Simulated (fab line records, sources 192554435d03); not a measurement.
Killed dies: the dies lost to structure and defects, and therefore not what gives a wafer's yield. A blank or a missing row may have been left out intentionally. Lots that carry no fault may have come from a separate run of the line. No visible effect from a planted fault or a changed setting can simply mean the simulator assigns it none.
8D (eight disciplines) problem report, filled in by code | flow n5_finfet | the parts of the form that need people (team, actions taken, sign-off) are left out

== 1. THE ISSUE ==
Mean of spin_speed_rpm at N5_BEOL_M6_COAT_22: 1439.7 rpm across 6 wafers in 2 lots; on wafers with no fault it is 1499.8 rpm (standard deviation 1.1). That puts it -55 standard deviations away from the usual mean.
The step: resist thk 30 nm.
First seen on wafer L960.1, day 11 17:31, on litho_track-05. The record has a number at this step for 18 wafers belonging to 6 lots. Rule for "out", or "out of limits": more than 4 standard deviations from the usual mean. The other wafers with a number count as sound.

== 2. WHAT IT IS, AND WHAT IT ISN'T ==
question                    | is                     | is not
which readings at this step | spin_speed_rpm         | -
which lots                  | L960, L961             | L949, L951, L963, L970
which wafers of those lots  | all that have a number | -
read on which tools         | litho_track-05         | litho_track-01, litho_track-03
when                        | from day 11 17:31      | up to then (6 sound wafers); but 6 sound wafers of L963, L970 came after

== 3. SUSPECTS, AND WHAT RULES EACH OUT ==
Counting: any tool at a process step up to the reading is kept as a suspect provided that every lot that is out went through it and no sound lot did after the first of them.
- rie_diel-05 at N5_BEOL_M6_STRIP_19 (strips in O2): ruled out as a lasting fault. The sound lots L963 went through it after L960, its earliest lot that is out (day 11 16:16).
- litho_track-05 at N5_BEOL_M6_COAT_22 (resist thk 30 nm): kept. Every lot that is out went through it, starting with L960 (day 11 17:31), and after that it ran no sound lot; the last sound lot it ran before then is L951 (day 9 05:43). Its own readings are out on those wafers: spin_speed_rpm.
Left after counting: litho_track-05 at N5_BEOL_M6_COAT_22.

== 4. THE CAUSE (what the simulator had put in) ==
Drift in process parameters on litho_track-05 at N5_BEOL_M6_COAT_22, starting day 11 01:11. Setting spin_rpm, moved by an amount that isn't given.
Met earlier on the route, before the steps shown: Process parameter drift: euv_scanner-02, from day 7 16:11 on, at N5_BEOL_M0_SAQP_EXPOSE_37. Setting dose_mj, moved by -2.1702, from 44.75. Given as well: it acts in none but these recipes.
After counting, this tool was the only one left.

== 5. THE EFFECT CHAIN, in route order ==
Rows list readings where the struck wafers' mean (over those with a number) sits beyond 3 standard deviations from the usual. Only readings whose record carries a usual standard deviation are examined. hours: median over the lots of the time between each lot's start at the first step of this table that gives one and its start at this step. sigmas: the change, counted in usual standard deviations.
hours | step               | reading        | usual      | on struck wafers | change | sigmas
0     | N5_BEOL_M6_COAT_22 | spin_speed_rpm | 1499.8 rpm | 1439.7           | -60.1  | -55
Process steps it contains:
- N5_BEOL_M6_COAT_22: resist thk 30 nm.
Later steps that measure or inspect, where all struck wafers having a row at the step show a number for every such reading and not one has moved that far: N5_BEOL_M6_CD_MEAS_28, N5_BEOL_M6_OVL_MEAS_29, N5_BEOL_M6_INSPECT_30.

== 6. WHAT WOULD HAVE CAUGHT IT SOONER ==
The fault began at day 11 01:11; the first out-of-limits reading in this record came at day 11 17:31, 16 hours later.
